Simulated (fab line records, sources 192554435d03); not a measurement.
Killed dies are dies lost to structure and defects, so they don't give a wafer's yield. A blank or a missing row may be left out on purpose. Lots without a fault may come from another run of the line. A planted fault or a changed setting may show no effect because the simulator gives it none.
fab line records | flow n5_finfet
record lots=7 wafers=39
route steps=1938 shown BEOL_M1@813 BEOL_M4@1070 BEOL_M8@1332
start_h: hours from the record's first day to the start of the lot's first wafer shown | wait_h: hours since the lot's step before | " the same as in the row above | L1.1+2: a row that stands for several wafers | - no value, or no start given | * or withheld: withheld | < > ~ a bound
route shown NAME@n: a module of which the file shows steps, and the number in the route of the first | usual: mean/standard deviation of fault-free wafers | same: alike in all rows | chamber/n: place in a boat | sites: the reading at each site | _std_site: their standard deviation | _edge_site: outer sites' mean less inner sites' | radius_mm: how far each site lies from the wafer's centre | mask NAME#n: copy n | behind: the tool/chamber that last shaped the wafer | hold: why the lot was held/for how many hours/how that ended | device: the transistor (n, p or np) that didn't switch | end of line: the same wafers' tests at the end of the route | a step without rows: its recipe alone | killed: dies lost to structure and defects at the first sort, not the wafer's yield | map: a wafer's dies, x killed, . not, _ none there
set.NAME: the setting as run; set.NAME@STEP: as run at that earlier step | model.NAME: the simulator's own value behind a step, which no gauge read
lots whose settings were changed on purpose; a table a step, a row a wafer
## steps
# step N5_BEOL_M1_CVD_47
# recipe material=Co target_thk_a=30 temp_c=withheld precursor=CCTBA/H2 pressure_torr=30 time_s=223.8
# columns lot.wafer tool chamber start_h wait_h set.target_thk_a model.Co_of_BEOL_M1_CVD_47.thk_nm
L077.1+5 cvd_co-01 0 146.23 0.3 30 3
L077.2 " 1 " " 30 3.2
L077.3+4+6 " 2,2,1 " " 16.86 1.8
L081.1+6 cvd_co-02 1 169.32 0.0 30 3
L081.2 " 2 " " 43.46 4.2
L081.3+5 " 0,2 " " 43.46 4.4
L081.4 " 0 " " 30 3.2
L088.1+3+4+5 cvd_co-02 0,1,0,1 226.28 0.1 30 3
L088.2+6 " 2 " " 30 2.8
L090.1+3+6 cvd_co-01 0,2,1 229.33 0.1 30 3.2
L091.1 cvd_co-01 1 232.85 0.1 30 3
L091.2+3 " 2,0 " " 13.17 1.4
L091.4+6 " 0,1 " " 30 3.2
L091.5 " 2 " " 13.17 1.6
L094.1+2+3+4+5+6 cvd_co-02 0,2,1,2,1,0 241.79 0.0 30 3
L097.1+2+4+5+6 cvd_co-02 0,2,1,0,2 268.03 0.1 30 3
L097.3 " 1 " " 30 3.2
# step N5_BEOL_M1_SPUTTER_48
# recipe material=Cu target_thk_a=45 temp_c=-20 chamber_pressure_pa=0.07 power_w=withheld time_s=8.29
# step N5_BEOL_M1_ANNEAL_49
# recipe temp_c=400 time_s=240 ambient=vacuum
# step N5_BEOL_M1_ECD_50
# recipe material=Cu target_thk_a=3000
# step N5_BEOL_M1_ANNEAL_51
# recipe temp_c=225 time_s=90 ambient=N2
# step N5_BEOL_M1_CMP_52
# recipe stop_on=SiOC t_overpolish_s=6.8 down_force_psi=1 platen_rpm=50 clearing_platen_down_force_psi=1.5 clearing_platen_rpm=50 post_cmp_clean=cu_alkaline target_thk_nm=40 clearing_platen_pad_velocity_m_s=0.99484 pad_velocity_m_s=0.99484
# usual barrier_field_endpoint_s=24.6/0.53
# columns lot.wafer tool chamber start_h wait_h set.target_thk_a@BEOL_M1_CVD_47 barrier_field_endpoint_s
L077.3 cmp-04 0 148.94 0.2 16.86 22.8
L077.4 " 1 " " 16.86 23.4
L077.2 " 2 " " 30 24.6
L077.1 " 3 " " 30 24.4
L077.6 " 0 " " 16.86 23.0
L077.5 " 1 " " 30 24.6
L081.1 cmp-03 0 171.75 0.3 30 24.5
L081.3 " 1 " " 43.46 25.9
L081.4 " 2 " " 30 24.6
L081.2 " 3 " " 43.46 25.6
L081.5 " 0 " " 43.46 25.9
L081.6 " 1 " " 30 24.7
L088.3 cmp-02 3 228.88 0.2 30 24.8
L088.1 " 0 " " 30 24.8
L088.2 " 1 " " 30 25.9
L088.4 " 2 " " 30 24.8
L088.6 " 3 " " 30 26.0
L088.5 " 0 " " 30 25.1
L090.3 cmp-04 0 231.74 0.2 30 25.6
L090.1 " 2 " " 30 25.5
L090.6 " 0 " " 30 25.4
L091.3 cmp-03 3 235.32 0.2 13.17 23.1
L091.1 " 0 " " 30 24.8
L091.4 " 1 " " 30 25.4
L091.2 " 2 " " 13.17 22.6
L091.6 " 3 " " 30 25.7
L091.5 " 0 " " 13.17 23.9
L094.2 cmp-03 3 244.22 0.2 30 25.0
L094.4 " 0 " " 30 24.5
L094.3 " 1 " " 30 24.4
L094.1 " 2 " " 30 24.6
L094.6 " 3 " " 30 24.8
L094.5 " 0 " " 30 25.2
L097.3 cmp-04 3 270.53 0.2 30 24.2
L097.4 " 0 " " 30 24.4
L097.2 " 1 " " 30 24.7
L097.1 " 2 " " 30 25.2
L097.5 " 3 " " 30 25.0
L097.6 " 0 " " 30 24.7
# step N5_BEOL_M4_TRENCH_ETCH_37
# recipe chemistry=C4F6/O2 target_depth_a=555.55 target=SiOC time_s=29.2 ion_energy_ev=250 pressure_mtorr=30 source_w=355 bias_w=185 Ar_flow_sccm=300 C4F6_flow_sccm=10 O2_flow_sccm=10
# columns lot.wafer tool chamber start_h wait_h set.target_depth_a model.BEOL_M4.feature_depth_nm model.etch.depth_nm model.TiN_of_BEOL_M4_HM_DEP_02.thk_nm
L077.1 rie_diel-03 0 - - 555.55 55.2 55.18 17.2
L077.2 " 1 " " 555.55 55.4 55.41 17.6
L077.3 " 2 " " 223.1 21.6 21.65 19
L077.4 " 3 " " 223.1 22.4 22.34 18.8
L077.5 " 0 " " 223.1 22.2 22.24 18.8
L077.6 " 3 " " 555.55 55.4 55.3 17.6
L081.1 rie_diel-04 3 - - 555.55 57 56.98 17.8
L081.2 " 1 " " 555.55 55.6 55.62 17.8
L081.3 " 2 " " 555.55 56.6 56.62 18
L081.4 " 0 " " 449.7 46.2 46.19 18.2
L081.5 " 0 " " 449.7 46.2 46.25 18
L081.6 " 3 " " 449.7 46 45.95 18.4
L088.1 rie_diel-04 0 - - 555.55 56.6 56.52 17.8
L088.2 " 3 " " 555.55 56.2 56.15 18
L088.3 " 2 " " 555.55 56.4 56.31 17.8
L088.4 " 1 " " 555.55 55.4 55.4 17.8
L088.5 " 2 " " 555.55 55.8 55.89 18
L088.6 " 3 " " 555.55 56.2 56.15 17.8
L090.1 rie_diel-04 1 - - 555.55 56.2 56.11 17.4
L090.3 " 2 " " 555.55 56.4 56.46 17.4
L090.6 " 3 " " 555.55 56.4 56.43 17.6
L091.1 rie_diel-04 0 - - 555.55 55.8 55.77 17.6
L091.2 " 3 " " 555.55 55.6 55.64 17.8
L091.3 " 1 " " 555.55 55.6 55.58 17.8
L091.4 " 2 " " 555.55 56.2 56.3 17.8
L091.5 " 2 " " 555.55 55.6 55.55 17.8
L091.6 " 1 " " 555.55 55.6 55.67 17.8
L094.1 rie_diel-04 1 - - 423.1 41.8 41.84 18
L094.2 " 0 " " 423.1 42.4 42.37 18.2
L094.3 " 3 " " 555.55 56 56.09 17.8
L094.4 " 2 " " 555.55 55.4 55.48 17.6
L094.5 " 3 " " 555.55 55.6 55.68 17.6
L094.6 " 2 " " 423.1 42 42.06 18.2
L097.1 rie_diel-04 2 - - 332.2 33.2 33.29 18.8
L097.2 " 1 " " 555.55 55.4 55.35 17.8
L097.3 " 0 " " 332.2 33.8 33.89 18.6
L097.4 " 3 " " 555.55 56.2 56.15 17.6
L097.5 " 1 " " 555.55 55.4 55.43 17.8
L097.6 " 0 " " 332.2 33.8 33.7 18.6
# step N5_BEOL_M4_ETCH_41
# recipe chemistry=CH3F/O2 target=SiCN target_depth_a=299 taper_deg=2 time_s=52.5 ion_energy_ev=120 mask_material=TiN pressure_mtorr=30 source_w=395 bias_w=75 Ar_flow_sccm=150 CH3F_flow_sccm=30 O2_flow_sccm=20
# step N5_BEOL_M4_STRIP_97
# recipe chemistry=N2/H2 time_s=10 power_w=450 temp_c=40 pressure_mtorr=20 rf_frequency_hz=6e+07 bias_power_w=7 n2_flow_sccm=200 h2_flow_sccm=200
# step N5_BEOL_M4_OCD_MEAS_38
# usual trench_depth_nm=55.6/0.78
# columns lot.wafer tool chamber start_h wait_h set.target_depth_a@BEOL_M4_TRENCH_ETCH_37 trench_depth_nm
L077.1 ocd-01 - 181.75 - 555.55 55.1
L077.2 " - " " 555.55 55.3
L077.3 " - " " 223.1 21.9
L077.4 " - " " 223.1 22.8
L077.5 " - " " 223.1 22.7
L077.6 " - " " 555.55 55.6
L081.1 ocd-01 - 206.36 - 555.55 56.9
L081.2 " - " " 555.55 55.8
L081.3 " - " " 555.55 57.2
L081.4 " - " " 449.7 45.8
L081.5 " - " " 449.7 46.4
L081.6 " - " " 449.7 45.5
L088.1 ocd-01 - 254.62 - 555.55 56.5
L088.2 " - " " 555.55 55.6
L088.3 " - " " 555.55 55.6
L088.4 " - " " 555.55 55.3
L088.5 " - " " 555.55 55.6
L088.6 " - " " 555.55 56.4
L090.1 ocd-01 - 267.17 - 555.55 55.9
L090.3 " - " " 555.55 56.0
L090.6 " - " " 555.55 56.2
L091.1 ocd-01 - 272.09 - 555.55 55.9
L091.2 " - " " 555.55 55.0
L091.3 " - " " 555.55 55.3
L091.4 " - " " 555.55 55.8
L091.5 " - " " 555.55 55.6
L091.6 " - " " 555.55 55.8
L094.1 ocd-01 - 276.51 - 423.1 40.9
L094.2 " - " " 423.1 42.3
L094.3 " - " " 555.55 56.1
L094.4 " - " " 555.55 55.6
L094.5 " - " " 555.55 56.0
L094.6 " - " " 423.1 41.8
L097.1 ocd-02 - 299.81 - 332.2 33.9
L097.2 " - " " 555.55 55.0
L097.3 " - " " 332.2 34.1
L097.4 " - " " 555.55 55.6
L097.5 " - " " 555.55 54.7
L097.6 " - " " 332.2 33.9
# step N5_BEOL_M4_HM_STRIP_39
# recipe chemistry=peroxide_tin_strip material=TiN target_depth_a=250 temp_c=50 time_s=158
# step N5_BEOL_M4_SRD_40
# recipe time_s=30 temp_c=23 rinse_liquid=diw dry=ipa_marangoni
# step N5_BEOL_M4_ECD_50
# recipe material=Cu target_thk_a=3000
# step N5_BEOL_M4_ANNEAL_51
# recipe temp_c=225 time_s=90 ambient=N2
# step N5_BEOL_M4_CMP_52
# recipe stop_on=SiOC t_overpolish_s=6.8 down_force_psi=1 platen_rpm=50 clearing_platen_down_force_psi=1.5 clearing_platen_rpm=50 post_cmp_clean=cu_alkaline target_thk_nm=40 clearing_platen_pad_velocity_m_s=0.99484 pad_velocity_m_s=0.99484
# columns lot.wafer tool chamber start_h wait_h set.target_depth_a@BEOL_M4_TRENCH_ETCH_37 model.Cu_of_BEOL_M4_ECD_50.thk_nm
L077.3 cmp-02 3 185.28 0.2 223.1 6.2
L077.4 " 0 " " 223.1 7.6
L077.1 " 1 " " 555.55 41
L077.2 " 2 " " 555.55 40
L077.5 " 3 " " 223.1 7.4
L077.6 " 0 " " 555.55 39.4
L081.4+6 cmp-02 2 209.83 0.2 449.7 30.6
L081.2 " 3 " " 555.55 40.6
L081.1 " 0 " " 555.55 40.4
L081.3 " 1 " " 555.55 41.6
L081.5 " 3 " " 449.7 32
L088.2+3 cmp-03 3,0 258.18 0.2 555.55 41.8
L088.4 " 1 " " 555.55 41.6
L088.1 " 2 " " 555.55 41
L088.6 " 3 " " 555.55 43.2
L088.5 " 0 " " 555.55 40.6
L090.1 cmp-01 1 272.18 0.3 555.55 41.4
L090.3 " 3 " " 555.55 43.8
L090.6 " 1 " " 555.55 42
L091.4 cmp-02 3 275.92 0.2 555.55 41.6
L091.1 " 0 " " 555.55 39.2
L091.2 " 1 " " 555.55 39.8
L091.3 " 2 " " 555.55 41.2
L091.5 " 3 " " 555.55 40.8
L091.6 " 0 " " 555.55 40.4
L094.3 cmp-01 1 281.52 0.2 555.55 40.2
L094.4 " 2 " " 555.55 40.4
L094.1 " 3 " " 423.1 28.2
L094.2 " 0 " " 423.1 28.4
L094.6 " 1 " " 423.1 26.6
L094.5 " 2 " " 555.55 40.6
L097.4 cmp-01 3 303.06 0.2 555.55 42
L097.1 " 0 " " 332.2 19.2
L097.3 " 1 " " 332.2 19.8
L097.2 " 2 " " 555.55 41.6
L097.5 " 3 " " 555.55 41.8
L097.6 " 0 " " 332.2 19
# step N5_BEOL_M4_THK_MEAS_53
# recipe thk_meas_gauge=xrf reads=Cu_of_BEOL_M4_ECD_50
# usual M4_THK=40.3/1.2
# columns lot.wafer tool chamber start_h wait_h set.target_depth_a@BEOL_M4_TRENCH_ETCH_37 M4_THK[nm]
L077.1 film_metro-02 - 185.58 - 555.55 40.8
L077.2 " - " " 555.55 39.9
L077.3 " - " " 223.1 6.3
L077.4 " - " " 223.1 7.6
L077.5 " - " " 223.1 7.4
L077.6 " - " " 555.55 39.3
L081.1 film_metro-01 - 210.12 - 555.55 40.5
L081.2 " - " " 555.55 40.7
L081.3 " - " " 555.55 41.6
L081.4 " - " " 449.7 30.7
L081.5 " - " " 449.7 31.9
L081.6 " - " " 449.7 30.6
L088.1 film_metro-02 - 258.47 - 555.55 41.2
L088.2 " - " " 555.55 41.9
L088.3 " - " " 555.55 42.0
L088.4 " - " " 555.55 41.6
L088.5 " - " " 555.55 40.5
L088.6 " - " " 555.55 43.4
L090.1 film_metro-02 - 272.43 - 555.55 41.3
L090.3 " - " " 555.55 43.9
L090.6 " - " " 555.55 42.1
L091.1 film_metro-01 - 276.21 - 555.55 38.7
L091.2 " - " " 555.55 39.5
L091.3 " - " " 555.55 40.6
L091.4 " - " " 555.55 41.1
L091.5 " - " " 555.55 40.3
L091.6 " - " " 555.55 40.1
L094.1 film_metro-02 - 281.81 - 423.1 28.1
L094.2 " - " " 423.1 28.2
L094.3 " - " " 555.55 40.1
L094.4 " - " " 555.55 40.3
L094.5 " - " " 555.55 40.6
L094.6 " - " " 423.1 26.3
L097.1 film_metro-01 - 303.35 - 332.2 18.9
L097.2 " - " " 555.55 41.0
L097.3 " - " " 332.2 19.5
L097.4 " - " " 555.55 41.5
L097.5 " - " " 555.55 41.5
L097.6 " - " " 332.2 18.8
# step N5_BEOL_M8_ILD_DEP_00
# recipe material=SiCOH_lowk target_thk_a=1797.5 temp_c=300 precursor=DEMS/porogen pressure_torr=5 rf_w=500 time_s=33.4
# columns lot.wafer tool chamber start_h wait_h set.time_s model.SiCOH_lowk_of_BEOL_M8_ILD_DEP_00.thk_nm
L077.1 pecvd-02 1 210.31 0.0 33.4 173.4
L077.2 " 2 " " 21.34 115
L077.3 " 1 " " 21.34 113.2
L077.4 " 2 " " 33.4 179.2
L077.5 " 1 " " 21.34 114.2
L077.6 " 2 " " 33.4 177.6
L081.1 pecvd-02 2 238.93 0.0 33.4 178.6
L081.2 " 0 " " 27.8 147.4
L081.3 " 1 " " 27.8 148.2
L081.4 " 0 " " 27.8 149.2
L081.5 " 1 " " 33.4 179
L081.6 " 2 " " 33.4 181
L088.1 pecvd-02 1 287.07 0.0 33.4 175.6
L088.2 " 2 " " 33.4 177.2
L088.3 " 0 " " 33.4 176.2
L088.4 " 1 " " 33.4 179.6
L088.5 " 0 " " 33.4 182.2
L088.6 " 2 " " 33.4 180.2
L090.1 pecvd-02 2 300.22 0.0 33.4 180
L090.3 " 1 " " 33.4 179.6
L090.6 " 2 " " 33.4 183
L091.1 pecvd-03 2 305.90 0.0 33.4 178
L091.2 " 0 " " 33.4 179.8
L091.3 " 1 " " 33.4 178.2
L091.4+6 " 0,1 " " 33.4 181.6
L091.5 " 2 " " 33.4 180.8
L094.1 pecvd-03 1 312.10 0.0 33.4 181.6
L094.2 " 0 " " 33.4 180.8
L094.3 " 2 " " 33.4 178.8
L094.4 " 0 " " 16.47 96.2
L094.5 " 1 " " 16.47 92.4
L094.6 " 2 " " 16.47 93
L097.1 pecvd-02 2 334.61 0.0 18.94 101.4
L097.2 " 1 " " 33.4 177.4
L097.3 " 0 " " 33.4 175.2
L097.4+5 " 2,1 " " 18.94 103.2
L097.6 " 0 " " 33.4 181.8
# step N5_BEOL_M8_CURE_74
# recipe temp_c=385 time_s=240 ambient=He/Ar material=SiCOH_lowk
# columns lot.wafer tool chamber start_h wait_h set.time_s@BEOL_M8_ILD_DEP_00 model.SiCOH_lowk_of_BEOL_M8_ILD_DEP_00.thk_nm
L077.1 uv_cure-03 1 210.41 0.1 33.4 149.4
L077.2 " 1 " " 21.34 98.8
L077.3 " 1 " " 21.34 97.2
L077.4 " 1 " " 33.4 154.6
L077.5 " 1 " " 21.34 98.2
L077.6 " 1 " " 33.4 153.2
L081.1 uv_cure-01 1 238.99 0.0 33.4 154
L081.2 " 1 " " 27.8 126.8
L081.3 " 1 " " 27.8 127.6
L081.4 " 1 " " 27.8 128.4
L081.5 " 1 " " 33.4 154.4
L081.6 " 1 " " 33.4 156.2
L088.1 uv_cure-02 0 287.14 0.0 33.4 151.4
L088.2 " 0 " " 33.4 152.8
L088.3 " 0 " " 33.4 151.8
L088.4 " 0 " " 33.4 154.8
L088.5 " 0 " " 33.4 157.2
L088.6 " 0 " " 33.4 155.4
L090.1 uv_cure-01 1 300.29 0.0 33.4 155.2
L090.3 " 1 " " 33.4 155
L090.6 " 1 " " 33.4 157.8
L091.1 uv_cure-02 2 306.18 0.3 33.4 153.6
L091.2 " 2 " " 33.4 155.2
L091.3 " 2 " " 33.4 153.8
L091.4+6 " 2 " " 33.4 156.6
L091.5 " 2 " " 33.4 155.8
L094.1 uv_cure-02 1 312.16 0.0 33.4 156.6
L094.2 " 1 " " 33.4 155.8
L094.3 " 1 " " 33.4 154.2
L094.4 " 1 " " 16.47 82.6
L094.5 " 1 " " 16.47 79.2
L094.6 " 1 " " 16.47 79.8
L097.1 uv_cure-02 1 334.67 0.0 18.94 87
L097.2 " 1 " " 33.4 153
L097.3 " 1 " " 33.4 151
L097.4+5 " 1 " " 18.94 88.6
L097.6 " 1 " " 33.4 156.8
# step N5_BEOL_M8_THK_MEAS_01
# recipe reads=SiCOH_lowk_of_BEOL_M8_ILD_DEP_00
# usual M8_ILD_THK=155.1/2
# columns lot.wafer tool chamber start_h wait_h set.time_s@BEOL_M8_ILD_DEP_00 M8_ILD_THK[nm]
L077.1 film_metro-02 - 211.41 0.8 33.4 149.6
L077.2 " - " " 21.34 98.8
L077.3 " - " " 21.34 97.3
L077.4 " - " " 33.4 154.6
L077.5 " - " " 21.34 98.1
L077.6 " - " " 33.4 153.4
L081.1 film_metro-02 - 239.98 0.8 33.4 153.9
L081.2 " - " " 27.8 126.8
L081.3 " - " " 27.8 127.6
L081.4 " - " " 27.8 128.4
L081.5 " - " " 33.4 154.4
L081.6 " - " " 33.4 156.2
L088.1 film_metro-01 - 287.65 0.4 33.4 151.4
L088.2 " - " " 33.4 152.8
L088.3 " - " " 33.4 151.8
L088.4 " - " " 33.4 154.7
L088.5 " - " " 33.4 157.1
L088.6 " - " " 33.4 155.5
L090.1 film_metro-02 - 300.80 0.4 33.4 155.3
L090.3 " - " " 33.4 155.0
L090.6 " - " " 33.4 157.8
L091.1 film_metro-02 - 306.70 0.4 33.4 153.7
L091.2 " - " " 33.4 155.1
L091.3 " - " " 33.4 153.7
L091.4 " - " " 33.4 156.6
L091.5 " - " " 33.4 156.0
L091.6 " - " " 33.4 156.5
L094.1 film_metro-01 - 312.69 0.4 33.4 156.5
L094.2 " - " " 33.4 155.8
L094.3 " - " " 33.4 154.1
L094.4 " - " " 16.47 82.6
L094.5 " - " " 16.47 79.2
L094.6 " - " " 16.47 79.7
L097.1 film_metro-02 - 335.19 0.4 18.94 87.0
L097.2 " - " " 33.4 153.0
L097.3 " - " " 33.4 151.0
L097.4 " - " " 18.94 88.5
L097.5 " - " " 18.94 88.5
L097.6 " - " " 33.4 156.7
## key
split step=N5_BEOL_M1_CVD_47 setting=target_thk_a stated=30 by=wafer
response step=N5_BEOL_M1_CVD_47 reading=model.Co_of_BEOL_M1_CVD_47.thk_nm change=+0.0291 per=1% r=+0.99
response step=N5_BEOL_M1_CMP_52 reading=barrier_field_endpoint_s change=+0.0339 per=1% r=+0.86
split step=N5_BEOL_M4_TRENCH_ETCH_37 setting=target_depth_a stated=555.55 by=wafer
response step=N5_BEOL_M4_TRENCH_ETCH_37 reading=model.BEOL_M4.feature_depth_nm change=+0.554 per=1% r=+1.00
response step=N5_BEOL_M4_TRENCH_ETCH_37 reading=model.etch.depth_nm change=+0.554 per=1% r=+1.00
response step=N5_BEOL_M4_TRENCH_ETCH_37 reading=model.TiN_of_BEOL_M4_HM_DEP_02.thk_nm change=-0.0226 per=1% r=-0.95
response step=N5_BEOL_M4_OCD_MEAS_38 reading=trench_depth_nm change=+0.548 per=1% r=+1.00
response step=N5_BEOL_M4_CMP_52 reading=model.Cu_of_BEOL_M4_ECD_50.thk_nm change=+0.55 per=1% r=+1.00
response step=N5_BEOL_M4_THK_MEAS_53 reading=M4_THK change=+0.548 per=1% r=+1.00
split step=N5_BEOL_M8_ILD_DEP_00 setting=time_s stated=33.4 by=wafer
response step=N5_BEOL_M8_ILD_DEP_00 reading=model.SiCOH_lowk_of_BEOL_M8_ILD_DEP_00.thk_nm change=+1.73 per=1% r=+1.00
response step=N5_BEOL_M8_CURE_74 reading=model.SiCOH_lowk_of_BEOL_M8_ILD_DEP_00.thk_nm change=+1.5 per=1% r=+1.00
response step=N5_BEOL_M8_THK_MEAS_01 reading=M8_ILD_THK change=+1.5 per=1% r=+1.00
